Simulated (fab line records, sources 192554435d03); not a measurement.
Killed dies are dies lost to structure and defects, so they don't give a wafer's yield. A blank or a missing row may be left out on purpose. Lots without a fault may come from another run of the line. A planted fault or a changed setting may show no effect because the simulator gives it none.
Split-lot experiment | flow n5_finfet | 7 lots, 21 wafers read, on a route of 1938 steps

THE SPLIT
At N5_BEOL_M2_TRENCH_ETCH_37 (etches SiOC in C4F6/O2, target depth 55.555 nm, time 29.2 s), the setting time_s was moved away from the recipe's 29.2 s on 10 of the 21 wafers read, by -18.4% to +13.9%. The other wafers ran this setting at the recipe's value.

FROM THE SPLIT TO THE READING: what the file shows between them, 12 steps
- N5_BEOL_M2_ETCH_41: etches SiCN in CH3F/O2, target depth 29.9 nm, time 52.5 s
- N5_BEOL_M2_STRIP_97: strips in N2/H2, time 10 s
- N5_BEOL_M2_OCD_MEAS_38
- N5_BEOL_M2_SPUTTER_86: material Cu, target thk 4.5 nm, time 8.29 s (also split here: time_s)
- N5_BEOL_M2_ANNEAL_87: time 240 s
- N5_BEOL_M2_SPUTTER_88: material Cu, target thk 4.5 nm, time 8.29 s
- N5_BEOL_M2_ECD_50: material Cu, target thk 300 nm
- N5_BEOL_M2_ANNEAL_51: time 90 s
- N5_BEOL_M2_CMP_52: polishes, stops on SiOC, t overpolish 6.8 s, target thk 40 nm
- N5_BEOL_M2_PRE_CLEAN_60: time 15 s
- N5_BEOL_M2_PRE_CLEAN_56: time 15 s
- N5_BEOL_M2_DEP_57: deposits SiCN from 3MS/NH3, target thk 8 nm, time 14 s

THE READING
M2_RS, in ohm/sq, at N5_BEOL_M2_RS_MEAS_58 (measures by four-point-probe). Fault-free wafers of this fab line usually give 0.68 ohm/sq, standard deviation 0.035 ohm/sq.

wafer  | tool, chamber at the split | time_s as run, s | against the recipe | M2_RS, ohm/sq | against lot-mates on the recipe
L077.1 | rie_diel-06, 0             | 24.94            | -14.6%             | 0.88          | +0.20
L077.2 | rie_diel-06, 3             | 24.94            | -14.6%             | 1.01          | +0.33
L077.3 | rie_diel-06, 2             | 29.2             | recipe             | 0.68          | -
L081.1 | rie_diel-02, 2             | 29.2             | recipe             | 0.71          | -
L081.4 | rie_diel-02, 0             | 23.84            | -18.4%             | 0.96          | +0.25
L081.5 | rie_diel-02, 2             | 23.84            | -18.4%             | 1.06          | +0.35
L084.4 | rie_diel-02, 0             | 31.73            | +8.7%              | 0.55          | no lot-mate on the recipe
L084.5 | rie_diel-02, 0             | 31.73            | +8.7%              | 0.55          | no lot-mate on the recipe
L084.6 | rie_diel-02, 3             | 31.73            | +8.7%              | 0.57          | no lot-mate on the recipe
L086.1 | rie_diel-04, 3             | 29.2             | recipe             | 0.72          | -
L086.3 | rie_diel-04, 2             | 29.2             | recipe             | 0.69          | -
L086.5 | rie_diel-04, 3             | 29.2             | recipe             | 0.65          | -
L088.4 | rie_diel-02, 3             | 29.2             | recipe             | 0.66          | -
L088.5 | rie_diel-02, 1             | 29.2             | recipe             | 0.68          | -
L088.6 | rie_diel-02, 2             | 31.94            | +9.4%              | 0.59          | -0.08
L091.1 | rie_diel-06, 1             | 29.2             | recipe             | 0.66          | -
L091.2 | rie_diel-06, 0             | 29.2             | recipe             | 0.61          | -
L091.5 | rie_diel-06, 1             | 29.2             | recipe             | 0.69          | -
L094.1 | rie_diel-04, 1             | 33.27            | +13.9%             | 0.53          | -0.13
L094.3 | rie_diel-04, 3             | 33.27            | +13.9%             | 0.55          | -0.11
L094.5 | rie_diel-04, 3             | 29.2             | recipe             | 0.66          | -

THE FIT
A straight line over all 21 wafers: M2_RS changes by -0.0154 ohm/sq for each +1% of time_s; r = -0.96; the points scatter about the line by 0.046 ohm/sq.
The same after taking each lot's own level away (the mean of its wafers on the recipe; 18 wafers): -0.0141 ohm/sq for each +1%; r = -0.95; scatter 0.047 ohm/sq.
On that fit, the largest move of time_s shifts the reading by 0.26 ohm/sq.
The lots' own levels span 0.653 to 0.710 ohm/sq, that is 1.6 times the standard deviation above.
So the lot-to-lot level changes the slope little: the two slopes agree.
Check: with one of the wafers moved furthest among these (-18.4%) left out of the fit, the line predicts +0.291 ohm/sq for it against its lot-mates. It came out at +0.25 ohm/sq against them.

OTHER SPLITS ON THESE WAFERS
These wafers also went through other splits before the reading. Each is held against what the fit with the lots' levels taken away leaves over:
other split on the same wafers | wafers away from the commonest value | r with M2_RS (lot level and that fit taken away)
N5_BEOL_M1_ILD_DEP_00 time_s   | 11                                   | +0.17
N5_BEOL_M2_ALD_98 ald_cycles   | 4                                    | -0.07
N5_BEOL_M2_SPUTTER_86 time_s   | 3                                    | +0.17

THE WHOLE CHAIN: every reading that the file lists as answering this split, in the file's order
step                      | what it does                                                  | reading                                                                      | change (the file's fit)               | r (the file's)
N5_BEOL_M2_TRENCH_ETCH_37 | etches SiOC in C4F6/O2, target depth 55.555 nm, time 29.2 s   | BEOL_M2.feature_depth_nm (the simulator's own value, which no gauge read)    | +0.545 nm for each +1% of the setting | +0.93
N5_BEOL_M2_TRENCH_ETCH_37 | etches SiOC in C4F6/O2, target depth 55.555 nm, time 29.2 s   | etch.depth_nm (the simulator's own value, which no gauge read)               | +0.548 nm for each +1% of the setting | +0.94
N5_BEOL_M2_OCD_MEAS_38    |                                                               | trench_depth_nm                                                              | +0.549 nm for each +1% of the setting | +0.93
N5_BEOL_M2_CMP_52         | polishes, stops on SiOC, t overpolish 6.8 s, target thk 40 nm | Cu_of_BEOL_M2_ECD_50.thk_nm (the simulator's own value, which no gauge read) | +0.544 nm for each +1% of the setting | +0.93
N5_BEOL_M2_RS_MEAS_58     | measures by four-point-probe                                  | M2_RS                                                                        | -0.0141 for each +1% of the setting   | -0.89

THE FILE'S OWN FIT
M2_RS changes by -0.0141 ohm/sq for each +1% of time_s, r = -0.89.
